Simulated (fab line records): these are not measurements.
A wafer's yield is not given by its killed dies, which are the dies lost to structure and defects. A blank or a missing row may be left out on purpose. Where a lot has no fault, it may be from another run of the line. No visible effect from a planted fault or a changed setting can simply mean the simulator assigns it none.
Matching of chambers || flow nand-harc || 4 sister chambers for NHARC_A_M1_CMP_23 on cmp-03
The step polishes, t overpolish 20 s, target thk 154.34 nm. 8 wafers are shown with their chamber, then 7 later ones without.

WAFERS PAIRED WITH THEIR CHAMBERS
{"wafer": "L080.6", "chamber": 2, "motor-current-A (A)": 12.2, "time-to-endpoint-s (s)": 30.5}
{"wafer": "L082.3", "chamber": 1, "motor-current-A (A)": 10.7, "time-to-endpoint-s (s)": 23.3}
{"wafer": "L082.6", "chamber": 3, "motor-current-A (A)": 9.3, "time-to-endpoint-s (s)": 28.1}
{"wafer": "L083.1", "chamber": 0, "motor-current-A (A)": 12.9, "time-to-endpoint-s (s)": 27.4}
{"wafer": "L083.3", "chamber": 2, "motor-current-A (A)": 12.9, "time-to-endpoint-s (s)": 30.0}
{"wafer": "L083.4", "chamber": 1, "motor-current-A (A)": 11.1, "time-to-endpoint-s (s)": 24.2}
{"wafer": "L084.1", "chamber": 0, "motor-current-A (A)": 12.9, "time-to-endpoint-s (s)": 27.6}
{"wafer": "L084.2", "chamber": 3, "motor-current-A (A)": 9.6, "time-to-endpoint-s (s)": 32.1}

WAFERS MISSING THEIR CHAMBER
{"wafer": "L084.3", "motor-current-A (A)": 12.0, "time-to-endpoint-s (s)": 32.1}
{"wafer": "L095.1", "motor-current-A (A)": 9.9, "time-to-endpoint-s (s)": 30.4}
{"wafer": "L095.3", "motor-current-A (A)": 12.6, "time-to-endpoint-s (s)": 32.2}
{"wafer": "L095.4", "motor-current-A (A)": 13.6, "time-to-endpoint-s (s)": 28.9}
{"wafer": "L097.3", "motor-current-A (A)": 13.4, "time-to-endpoint-s (s)": 23.8}
{"wafer": "L097.4", "motor-current-A (A)": 9.4, "time-to-endpoint-s (s)": 29.5}
{"wafer": "L097.5", "motor-current-A (A)": 10.7, "time-to-endpoint-s (s)": 24.4}

WHICH CHAMBER EACH ONE RAN IN
{"wafer": "L084.3", "from the rows above": 2, "in truth": 2}
{"wafer": "L095.1", "from the rows above": 3, "in truth": 3}
{"wafer": "L095.3", "from the rows above": 2, "in truth": 2}
{"wafer": "L095.4", "from the rows above": "can't be placed: 0 or 2", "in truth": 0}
{"wafer": "L097.3", "from the rows above": 0, "in truth": 0}
{"wafer": "L097.4", "from the rows above": 3, "in truth": 3}
{"wafer": "L097.5", "from the rows above": 1, "in truth": 1}
Placed correctly: 6 of 7. These rows do not allow placing 1 (true chamber among the candidates in 1). Wrongly placed: 0.
How it was worked out, from the rows above alone: a wafer's distance from a chamber is the root of the sum, over the readings, of the square of ((its reading less the chamber's mean) divided by the reading's scatter). If the next closest chamber is less than 2 further off than the closest, the wafer can't be placed; otherwise it belongs to the closest. For every chamber, the mean is computed from those of its wafers that are shown. How the scatter is found: for the shown wafers, subtract from each reading the mean of its chamber, square and add these, divide the total by (wafers less chambers), then take the root.
